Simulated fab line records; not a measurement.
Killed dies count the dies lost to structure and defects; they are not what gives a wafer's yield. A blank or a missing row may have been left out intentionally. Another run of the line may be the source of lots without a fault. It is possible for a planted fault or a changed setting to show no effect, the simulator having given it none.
fab line records	flow n5-finfet
record: lots: 6	wafers: 16	last-day: 19
route steps=1938 shown BEOL_M5@1149
lots that met no fault: from a run of the same line without faults
start-h: start of the lot's first displayed wafer, in hours after the record's first day	wait-h: time in hours since the lot's previous step	" unchanged from the row above	L1.1+2: several wafers, shown together as one row	- value missing, or start not given	* or withheld: withheld	< > ~ a bound
route shown NAME@n: names a module that has steps shown in the file, with the first one's number in the route	usual: mean and standard deviation over wafers with no fault	same: alike in all rows	chamber/n: place in a boat	sites: each site's reading	_std_site: standard deviation of those values	_edge_site: the outer-site mean with the inner-site mean subtracted	radius-mm: for every site, how far away it sits from the centre of the wafer	mask NAME#n: copy n	behind: the tool/chamber that last shaped the wafer	hold: why the lot went on hold/how many hours it stayed there/how the hold came to an end	device: the n, p or np transistor that did not switch	end of line: tests run on the same wafers once the route is complete	a step with no rows: only its recipe	killed: count of dies lost to structure and defects at first sort (not the wafer's yield)	map: per-die view of a wafer (x killed, . not killed, _ where there is no die)
set.NAME: the setting as run; set.NAME@STEP: as run at that earlier step	model.NAME: the simulator's own value behind a step, which no gauge read
a table for each step, a row for each wafer; lots at some steps of the route
services: the hour from which a tool's chamber was out of use, counted from the record's first day as start-h (under 0 if before that day), plus the number of hours and why
== steps ==
step: N5_BEOL_M5_OVL_MEAS_29
recipe: points-per-wafer: 522
usual: V4_OVL: -0.3/0.76
same: points-per-wafer: 522
lot.wafer	tool	chamber	start-h	wait-h	V4_OVL[nm]
L339.1	overlay-01	0	179.53	0.0	1.3
L339.3	"	0	"	"	-0.1
L339.6	"	0	"	"	0.2
L343.2	overlay-02	0	206.22	0.0	-1.3
L343.5	"	0	"	"	-1.0
L343.6	"	0	"	"	0.1
L347.2	overlay-02	0	241.78	0.0	-0.1
L347.5	"	0	"	"	-0.4
L349.3	overlay-01	0	265.92	0.0	-0.3
L349.4	"	0	"	"	-0.3
L355.3	overlay-02	0	289.09	0.0	-1.9
L355.4	"	0	"	"	-0.5
L355.5	"	0	"	"	-1.4
L360.1	overlay-02	0	330.79	0.0	-0.2
L360.3	"	0	"	"	-0.2
L360.4	"	0	"	"	-0.6
step: N5_BEOL_M5_INSPECT_30
recipe: mode: adi	inspect-instrument: brightfield
usual: raw-defect-count: 397/100
lot.wafer	tool	chamber	start-h	wait-h	raw-defect-count
L339.1	defect-inspect-01	-	179.59	0.1	362
L339.3	"	-	"	"	413
L339.6	"	-	"	"	302
L343.2	defect-inspect-02	-	206.27	0.0	425
L343.5	"	-	"	"	477
L343.6	"	-	"	"	435
L347.2	defect-inspect-01	-	241.84	0.0	271
L347.5	"	-	"	"	288
L349.3	defect-inspect-01	-	265.97	0.0	340
L349.4	"	-	"	"	282
L355.3	defect-inspect-02	-	289.14	0.0	358
L355.4	"	-	"	"	409
L355.5	"	-	"	"	301
L360.1	defect-inspect-02	-	330.85	0.1	408
L360.3	"	-	"	"	374
L360.4	"	-	"	"	394
step: N5_BEOL_M5_DESCUM_33
recipe: chemistry: O2	time-s: 7	source-power-w: 50	bias-power-w: 20	pressure-mtorr: 20	rf-frequency-hz: 2.712e+07	temp-c: 40	resist: CAR-EUV	o2-flow-sccm: 225
usual: chamber-pressure-mTorr: 20.001/0.019	drypump-motor-current-A: 5.9/0.42	oes-product-au: 0.75/0.055	rf-vpp-V: 243.3/1.2	showerhead-plenum-p-Torr: 2.10/0.053	throttle-valve-pct: 20.47/0.13
lot.wafer	tool	chamber	start-h	wait-h	chamber-pressure-mTorr	drypump-motor-current-A	oes-product-au	rf-hours-counter-h	rf-vpp-V	showerhead-plenum-p-Torr	throttle-valve-pct
L339.1	rie-diel-03	3	179.63	0.0	19.987	5.6	0.70	207	244.0	2.07	20.54
L339.3	"	0	"	"	19.997	6.3	0.73	203	242.2	2.07	20.42
L339.6	"	0	"	"	20.033	6.3	0.73	-	242.0	2.07	20.41
L343.2	rie-diel-04	0	206.31	0.0	19.995	5.4	0.83	71	245.5	2.22	20.30
L343.5	"	0	"	"	19.980	5.4	0.84	-	244.1	2.22	20.30
L343.6	"	1	"	"	19.990	6.3	0.75	-	243.3	2.09	20.63
L347.2	rie-diel-04	0	241.87	0.0	20.029	5.4	0.83	80	245.1	2.22	20.31
L347.5	"	0	"	"	19.993	5.4	0.84	-	245.1	2.22	20.31
L349.3	rie-diel-04	0	266.37	0.4	19.967	5.5	0.82	87	245.9	2.21	20.31
L349.4	"	0	"	"	19.993	5.4	0.82	-	245.6	2.21	20.31
L355.3	rie-diel-03	3	289.32	0.2	19.988	5.6	0.68	240	242.7	2.06	20.57
L355.4	"	0	"	"	19.992	6.4	0.70	235	242.6	2.05	20.44
L355.5	"	1	"	"	20.017	6.0	0.83	-	242.3	2.04	20.37
L360.1	rie-diel-05	3	331.14	0.3	19.983	5.7	0.80	97	243.9	2.19	20.44
L360.3	"	1	"	"	19.996	5.8	0.70	211	244.2	2.16	20.57
L360.4	"	1	"	"	19.995	5.8	0.71	-	244.8	2.16	20.56
step: N5_BEOL_M5_ETCH_75
recipe: chemistry: N2/H2	target: underlayer	target-depth-a: 65	mask-material: CAR-EUV	time-s: 5.2	ion-energy-ev: 200	pressure-mtorr: 30	source-w: 840	bias-w: 150	n2-flow-sccm: 200	h2-flow-sccm: 200	ends: cleared
usual: chamber-pressure-mTorr: 30.00/0.039	drypump-motor-current-A: 6.0/0.42	etch-rf-on-time-s: 5.19/0.094	oes-product-au: 0.64/0.048	rf-vpp-V: 524.1/2.1	showerhead-plenum-p-Torr: 2.56/0.066	throttle-valve-pct: 17.93/0.15
lot.wafer	tool	chamber	start-h	wait-h	chamber-pressure-mTorr	drypump-motor-current-A	etch-rf-on-time-s	oes-product-au	rf-hours-counter-h	rf-vpp-V	showerhead-plenum-p-Torr	throttle-valve-pct
L339.1	rie-diel-03	3	179.66	0.0	30.02	5.6	5.11	0.60	207	523.5	2.52	17.96
L339.3	"	0	"	"	30.06	6.4	5.16	0.63	203	524.2	2.51	17.88
L339.6	"	0	"	"	30.03	6.4	5.13	0.62	-	523.3	2.51	17.84
L343.2	rie-diel-04	0	206.34	0.0	29.99	5.4	5.15	0.72	71	528.2	2.69	17.66
L343.5	"	0	"	"	29.95	5.4	5.10	0.72	-	527.5	2.69	17.69
L343.6	"	1	"	"	29.92	6.2	5.30	0.64	-	524.1	2.54	18.11
L347.2	rie-diel-04	0	241.91	0.0	30.02	5.4	5.05	0.71	80	528.2	2.68	17.69
L347.5	"	0	"	"	30.00	5.4	5.08	0.70	-	527.8	2.69	17.70
L349.3	rie-diel-04	0	266.40	0.0	30.02	5.5	5.11	0.70	87	526.4	2.68	17.70
L349.4	"	0	"	"	29.96	5.4	5.07	0.70	-	527.7	2.68	17.71
L355.3	rie-diel-03	3	289.36	0.0	30.04	5.6	5.09	0.58	240	521.8	2.51	18.04
L355.4	"	0	"	"	29.97	6.3	5.17	0.61	235	520.8	2.50	17.91
L355.5	"	1	"	"	29.99	6.0	5.06	0.72	-	521.7	2.47	17.88
L360.1	rie-diel-05	3	331.18	0.0	30.01	5.7	5.11	0.68	97	527.5	2.68	17.99
L360.3	"	1	"	"	30.01	5.8	5.27	0.59	211	525.6	2.63	17.98
L360.4	"	1	"	"	29.99	5.9	5.24	0.60	-	526.2	2.63	17.99
step: N5_BEOL_M5_ETCH_67
recipe: chemistry: CF4	target: SiARC	target-depth-a: 156	mask-material: CAR-EUV	time-s: 26	ion-energy-ev: 80	pressure-mtorr: 40	source-w: 545	bias-w: 36	Ar_flow_sccm: 100	cf4-flow-sccm: 100	ends: cleared
step: N5_BEOL_M5_ETCH_68
recipe: chemistry: N2/H2	target: SOC	target-depth-a: 800	overetch-a: 160	mask-material: SiARC	temp-c: 40	time-s: 120	ion-energy-ev: 200	pressure-mtorr: 30	source-w: 840	bias-w: 150	n2-flow-sccm: 200	h2-flow-sccm: 200
step: N5_BEOL_M5_STRIP_69
recipe: chemistry: N2/H2	temp-c: 40	n2-flow-sccm: 200	h2-flow-sccm: 200	rf-frequency-hz: 6e+07
step: N5_BEOL_M5_STRIP_76
recipe: chemistry: N2/H2	temp-c: 40	n2-flow-sccm: 200	h2-flow-sccm: 200	rf-frequency-hz: 6e+07
step: N5_BEOL_M5_VIA_ETCH_34
recipe: chemistry: C4F6/O2	target: SiCOH_lowk	target-depth-a: 883	mask-material: SOC	taper-deg: 4	time-s: 39.2	ion-energy-ev: 250	pressure-mtorr: 30	source-w: 345	bias-w: 185	Ar_flow_sccm: 300	C4F6_flow_sccm: 10	O2_flow_sccm: 10
step: N5_BEOL_M5_STRIP_85
recipe: chemistry: C4F6/O2	resist: SiARC	rf-frequency-hz: 6e+07
step: N5_BEOL_M5_STRIP_36
recipe: chemistry: N2/H2	power-w: 450	temp-c: 40	pressure-mtorr: 20	rf-frequency-hz: 6e+07	overash-fraction: 0.3	bias-power-w: 7	h2-frac: 0.5	n2-flow-sccm: 200	h2-flow-sccm: 200
usual: chamber-pressure-mTorr: 20.00/0.033	drypump-motor-current-A: 5.9/0.42	oes-product-au: 0.75/0.056	rf-vpp-V: 59.1/1.5	showerhead-plenum-p-Torr: 2.55/0.066	throttle-valve-pct: 23.73/0.18
lot.wafer	tool	chamber	start-h	wait-h	chamber-pressure-mTorr	drypump-motor-current-A	oes-product-au	rf-hours-counter-h	rf-vpp-V	showerhead-plenum-p-Torr	throttle-valve-pct
L339.1	rie-diel-03	3	179.85	0.0	19.97	5.6	0.71	207	59.2	2.52	23.65
L339.3	"	0	"	"	19.95	6.4	0.73	204	62.4	2.51	23.61
L339.6	"	0	"	"	20.01	6.4	0.72	-	59.3	2.51	23.58
L343.2	rie-diel-04	0	206.53	0.0	20.00	5.4	0.84	71	59.7	2.69	23.48
L343.5	"	0	"	"	19.97	5.5	0.83	-	58.8	2.68	23.46
L343.6	"	1	"	"	20.02	6.2	0.75	-	56.6	2.54	23.91
L347.2	rie-diel-04	0	242.10	0.0	19.95	5.5	0.83	80	58.2	2.68	23.47
L347.5	"	0	"	"	19.96	5.4	0.84	-	58.8	2.68	23.49
L349.3	rie-diel-04	0	266.59	0.0	20.01	5.4	0.82	87	60.5	2.68	23.52
L349.4	"	0	"	"	19.98	5.4	0.83	-	56.4	2.68	23.50
L355.3	rie-diel-03	3	289.55	0.0	20.00	5.6	0.68	240	59.7	2.50	23.67
L355.4	"	0	"	"	20.03	6.3	0.71	235	59.8	2.50	23.59
L355.5	"	1	"	"	20.01	6.0	0.84	-	59.5	2.47	23.83
L360.1	rie-diel-05	3	331.37	0.0	19.96	5.7	0.81	97	60.5	2.68	23.78
L360.3	"	1	"	"	20.01	5.8	0.70	211	60.6	2.62	23.71
L360.4	"	1	"	"	20.05	5.8	0.70	-	59.8	2.62	23.68
step: N5_BEOL_M5_TRENCH_ETCH_37
recipe: chemistry: C4F6/O2	target-depth-a: 716.52	target: SiCOH_lowk	time-s: 24.7	ion-energy-ev: 250	pressure-mtorr: 30	source-w: 345	bias-w: 185	Ar_flow_sccm: 300	C4F6_flow_sccm: 10	O2_flow_sccm: 10
usual: chamber-pressure-mTorr: 29.998/0.026	drypump-motor-current-A: 6.0/0.42	oes-product-au: 0.75/0.056	rf-vpp-V: 666/4.1	showerhead-plenum-p-Torr: 2.86/0.068	throttle-valve-pct: 20.93/0.16
lot.wafer	tool	chamber	start-h	wait-h	chamber-pressure-mTorr	drypump-motor-current-A	oes-product-au	rf-hours-counter-h	rf-vpp-V	showerhead-plenum-p-Torr	throttle-valve-pct
L339.1	rie-diel-03	3	-	-	30.010	5.6	0.71	207	673	2.82	21.04
L339.3	"	0	"	"	29.916	6.4	0.73	204	665	2.81	20.89
L339.6	"	0	"	"	30.003	6.4	0.74	-	667	2.81	20.89
L343.2	rie-diel-04	0	-	-	30.010	5.5	0.84	71	671	2.99	20.69
L343.5	"	0	"	"	29.986	5.4	0.85	-	669	2.99	20.68
L343.6	"	1	"	"	29.982	6.2	0.75	-	667	2.84	21.08
L347.2	rie-diel-04	0	-	-	30.003	5.4	0.82	80	669	2.99	20.70
L347.5	"	0	"	"	30.012	5.4	0.82	-	669	2.99	20.71
L349.3	rie-diel-04	0	-	-	30.007	5.4	0.82	87	668	2.98	20.72
L349.4	"	0	"	"	30.010	5.4	0.82	-	670	2.98	20.74
L355.3	rie-diel-03	3	-	-	30.028	5.6	0.67	240	672	2.81	21.09
L355.4	"	0	"	"	30.011	6.4	0.71	235	664	2.80	20.92
L355.5	"	1	"	"	29.989	6.0	0.83	-	664	2.76	20.78
L360.1	rie-diel-05	3	-	-	30.040	5.7	0.80	97	669	2.98	20.97
L360.3	"	1	"	"	29.992	5.8	0.70	211	663	2.93	21.01
L360.4	"	1	"	"	29.968	5.8	0.70	-	662	2.93	21.01
step: N5_BEOL_M5_ETCH_41
recipe: chemistry: CH3F/O2	target: SiCN	target-depth-a: 315	taper-deg: 2	time-s: 56.7	ion-energy-ev: 120	mask-material: TiN	pressure-mtorr: 30	source-w: 395	bias-w: 75	Ar_flow_sccm: 150	CH3F_flow_sccm: 30	O2_flow_sccm: 20
usual: chamber-pressure-mTorr: 30.000/0.028	drypump-motor-current-A: 5.9/0.42	oes-product-au: 0.75/0.057	rf-vpp-V: 297.5/1.3	showerhead-plenum-p-Torr: 2.01/0.051	throttle-valve-pct: 16.35/0.15
lot.wafer	tool	chamber	start-h	wait-h	chamber-pressure-mTorr	drypump-motor-current-A	oes-product-au	rf-hours-counter-h	rf-vpp-V	showerhead-plenum-p-Torr	throttle-valve-pct	model.etch.depth-nm
L339.1	rie-diel-03	3	179.92	-	30.013	5.6	0.70	207	298.1	1.98	16.47	21.71
L339.3	"	0	"	"	30.000	6.4	0.74	204	296.9	1.97	16.35	21.73
L339.6	"	0	"	"	30.017	6.3	0.74	-	297.3	1.97	16.36	21.61
L343.2	rie-diel-04	0	206.60	-	30.008	5.4	0.84	71	300.0	2.11	16.09	22
L343.5	"	0	"	"	29.987	5.4	0.85	-	298.8	2.11	16.11	22
L343.6	"	1	"	"	29.997	6.2	0.75	-	297.4	2.00	16.50	21.4
L347.2	rie-diel-04	0	242.16	-	30.028	5.4	0.82	80	299.1	2.11	16.12	21.35
L347.5	"	0	"	"	29.993	5.4	0.75	-	297.6	2.11	16.12	18.05
L349.3	rie-diel-04	0	266.66	-	30.012	5.4	0.74	87	300.4	2.10	16.14	18.22
L349.4	"	0	"	"	29.983	5.4	0.82	-	299.0	2.10	16.15	21.6
L355.3	rie-diel-03	3	289.62	-	30.035	5.6	0.68	240	296.0	1.97	16.52	21.5
L355.4	"	0	"	"	29.998	6.4	0.71	235	295.2	1.96	16.41	21.38
L355.5	"	1	"	"	30.027	6.0	0.83	-	296.6	1.94	16.16	21.84
L360.1	rie-diel-05	3	331.44	-	30.041	5.7	0.79	97	299.6	2.10	16.37	21.72
L360.3	"	1	"	"	29.958	5.8	0.70	211	299.0	2.06	16.46	21.16
L360.4	"	1	"	"	29.959	5.8	0.69	-	299.2	2.06	16.47	21.23
step: N5_BEOL_M5_STRIP_91
recipe: chemistry: N2/H2	time-s: 10	power-w: 450	temp-c: 40	pressure-mtorr: 20	rf-frequency-hz: 6e+07	bias-power-w: 7	n2-flow-sccm: 200	h2-flow-sccm: 200
usual: chamber-pressure-mTorr: 20.001/0.015	drypump-motor-current-A: 6.0/0.42	oes-product-au: 0.75/0.055	rf-vpp-V: 59.1/0.93	showerhead-plenum-p-Torr: 2.55/0.066	throttle-valve-pct: 23.73/0.18
lot.wafer	tool	chamber	start-h	wait-h	chamber-pressure-mTorr	drypump-motor-current-A	oes-product-au	rf-hours-counter-h	rf-vpp-V	showerhead-plenum-p-Torr	throttle-valve-pct
L339.1	rie-diel-03	3	-	-	19.990	5.6	0.70	207	58.0	2.52	23.64
L339.3	"	0	"	"	20.012	6.4	0.73	204	59.2	2.51	23.57
L339.6	"	0	"	"	20.010	6.4	0.72	-	58.7	2.51	23.57
L343.2	rie-diel-04	0	-	-	19.973	5.4	0.83	71	57.8	2.68	23.47
L343.5	"	0	"	"	19.998	5.5	0.83	-	60.5	2.68	23.47
L343.6	"	1	"	"	19.997	6.2	0.75	-	57.0	2.54	23.91
L347.2	rie-diel-04	0	-	-	20.010	5.4	0.84	80	58.7	2.68	23.49
L347.5	"	0	"	"	20.012	5.4	0.82	-	60.9	2.68	23.49
L349.3	rie-diel-04	0	-	-	19.988	5.5	0.82	87	59.8	2.68	23.49
L349.4	"	0	"	"	19.994	5.5	0.81	-	59.6	2.68	23.50
L355.3	rie-diel-03	3	-	-	19.991	5.6	0.67	240	60.1	2.50	23.68
L355.4	"	0	"	"	20.000	6.4	0.70	235	59.1	2.50	23.60
L355.5	"	1	"	"	20.004	6.0	0.83	-	58.1	2.47	23.83
L360.1	rie-diel-05	3	-	-	20.010	5.7	0.80	97	59.7	2.68	23.78
L360.3	"	1	"	"	20.018	5.8	0.69	211	60.3	2.62	23.71
L360.4	"	1	"	"	19.984	5.8	0.69	-	60.9	2.62	23.71
== services ==
tool	chamber	start-h	hours	kind
rie-diel-03	1	235.73	2.8	repair
rie-diel-03	-	252.66	2.8	pm
rie-diel-04	3	264.39	11.2	repair
rie-diel-04	0	290.08	9.8	repair
rie-diel-03	3	308.45	5.8	repair
rie-diel-05	2	328.85	3.0	repair
== key ==
first-sign none at tools or gauges
model-effect: step: N5_BEOL_M5_ETCH_41	value: etch.depth-nm	without: 21.69	struck: 18.14
met-at N5_BEOL_M5_ETCH_41
struck-wafers L347.5,L349.3
onset-between 206.60 242.16
fault: kind: process-parameter-drift	tool: rie-diel-04	chamber: -	onset-h: 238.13	steps: N5_BEOL_M5_ETCH_41	channel: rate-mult	offset: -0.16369	shape: step	end-h: 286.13	scope: struck-wafers-only
